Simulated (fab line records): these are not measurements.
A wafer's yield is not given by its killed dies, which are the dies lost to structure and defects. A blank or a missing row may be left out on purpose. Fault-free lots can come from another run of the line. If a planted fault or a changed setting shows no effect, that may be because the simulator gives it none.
A struck lot beside a sound one    flow n5Finfet    39 out of 1938 route steps
Sound: the wafers L205.1, L205.3, L205.6. The struck wafers were L221.1, L221.3, L221.5. Last of all comes the cause.
Order at every step that has rows: each side's tool, ch and its chambers, its first start. Under that, the readings that differ: sound wafers    struck wafers    difference of the means    sigmas: that difference in standard deviations of wafers without a fault.
alike: readings whose means differ by less than 2 such deviations, and words and numbers that are the same on both sides. not compared: withheld readings, readings that some wafer has no value for, bounds like >300 that may hide the same value, and numbers for which the record gives no deviation and whose values overlap.
A row with sigmas, a row that says differs or no value, or rows on one side alone: a step with any of these is where the two part. Non-overlapping numbers with no deviation appear without sigmas and do not part them. A reading missing from all wafers of one side parts the sides only when that side holds two or more wafers.

first, 11 steps without rows for these wafers: N5_BEOL_M2_STRIP_65 (strips in N2/H2); N5_BEOL_M2_STRIP_75 (strips in N2/H2); N5_BEOL_M2_STRIP_66 (strips in CF4); N5_BEOL_M2_HM_OPEN_17 (chemistry Cl2/BCl3, target TiN, target depth 20 nm, overetch 6 nm); N5_BEOL_M2_STRIP_19 (strips in O2); N5_BEOL_M2_COAT_67 (time 60 s, resist thk 60 nm); N5_BEOL_M2_COAT_68 (time 60 s, resist thk 12 nm); N5_BEOL_M2_COAT_76 (time 60 s, resist thk 5 nm); N5_BEOL_M2_COAT_22 (resist thk 30 nm); N5_BEOL_M2_EBR_24; N5_BEOL_M2_SOFTBAKE_23 (time 60 s).
N5_BEOL_M2_EXPOSE_25: exposes mask V1, defocus 5 nm.
  sound on euvScanner-01 ch 0, day 7 17:21; struck on euvScanner-02 ch 0, day 12 12:46
reading            sound              struck             difference  sigmas
exposureDoseMJCm2  62.91 62.90 62.92  57.72 57.69 57.57  -5.25       -44
  alike: mask
then, 2 steps without rows for these wafers: N5_BEOL_M2_PEB_26 (peb time 60 s); N5_BEOL_M2_DEVELOP_27 (develop time 30 s).
N5_BEOL_M2_CD_MEAS_28: target cd 26.2 nm, target cd y 24.1 nm.
  sound on cdSem-02 ch 0, day 7 17:29; struck on cdSem-02 ch 0, day 12 12:55
reading    sound              struck             difference  sigmas
cdNm (nm)  25.99 25.68 26.52  24.65 24.75 24.39  -1.47       -7
then, 22 steps without rows for these wafers: N5_BEOL_M2_DESCUM_33 (chemistry O2, time 7 s); N5_BEOL_M2_ETCH_77 (etches underlayer in N2/H2, target depth 6.5 nm, time 5.2 s); N5_BEOL_M2_ETCH_69 (etches SiARC in CF4, target depth 15.6 nm, time 26 s); N5_BEOL_M2_ALD_98 (deposits SiO2, target thk 2.5 nm, pulse time 1 s, co reactant pulse time 1 s); N5_BEOL_M2_ETCHBACK_99 (etches SiO2 in CHF3, target depth 5 nm, time 10.4 s); N5_BEOL_M2_ETCH_70 (etches SOC in N2/H2, target depth 80 nm, overetch 24 nm, time 130 s); N5_BEOL_M2_STRIP_71 (strips in N2/H2); N5_BEOL_M2_STRIP_78 (strips in N2/H2); N5_BEOL_M2_VIA_ETCH_34 (etches the open film in C4F6/O2, target depth 69.4 nm, time 65.9 s); N5_BEOL_M2_STRIP_83 (strips in C4F6/O2); N5_BEOL_M2_STRIP_36 (strips in N2/H2); N5_BEOL_M2_TRENCH_ETCH_37 (etches SiOC in C4F6/O2, target depth 55.555 nm, time 29.2 s); N5_BEOL_M2_ETCH_41 (etches SiCN in CH3F/O2, target depth 29.9 nm, time 52.5 s); N5_BEOL_M2_STRIP_97 (strips in N2/H2, time 10 s); N5_BEOL_M2_HM_STRIP_39 (strips TiN in peroxide tin strip, target depth 25 nm, time 158 s); N5_BEOL_M2_SRD_40 (time 30 s); N5_BEOL_M2_PRECLEAN_42 (cleans in residue remover, time 60 s); N5_BEOL_M2_SRD_43 (time 30 s); N5_BEOL_M2_DEGAS_44 (time 60 s); N5_BEOL_M2_PRE_CLEAN_45 (time 30 s); N5_BEOL_M2_ALD_84 (deposits TaN, pulse time 2 s, purge time 3 s, co reactant purge time 2 s); N5_BEOL_M2_SURFACE_TREAT_85.
N5_BEOL_M4_RC_MEAS_101:
  sound on prober-01 ch 0, day 9 01:38; struck on prober-02 ch 0, day 13 12:50
reading                       sound           struck          difference  sigmas
CHAIN_V1 (ohm/link)           237 230 229     269 279 281     +44         +6
CHAIN_V1_max_site (ohm/link)  247 234 237     277 296 292     +49         +6
VT_P (mV)                     -244 -248 -249  -253 -257 -254  -8          -2
  alike: DIBL_N, DIBL_P, IOFF_N, IOFF_P, ION_N, ION_P, SS_N, SS_P, VT_N
-- a jump in the record: the struck wafers' starts before and after are 4 days apart (it breaks off in module BEOL_M4 and resumes in module PASSIVATION, where the first step shown is number 1936 of the route) --
N5_PASSIVATION_PROBE_49:
  record: rows for the struck wafers here (prober-02, day 17 22:08), none for the sound ones

## WHERE THEY PART
Earliest at N5_BEOL_M2_EXPOSE_25; latest, in this record, at N5_PASSIVATION_PROBE_49.

WHY: whatever the simulator had introduced
Drift in process parameters on euvScanner-02 at N5_BEOL_M2_EXPOSE_25, starting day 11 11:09. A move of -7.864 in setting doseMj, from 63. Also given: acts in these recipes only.
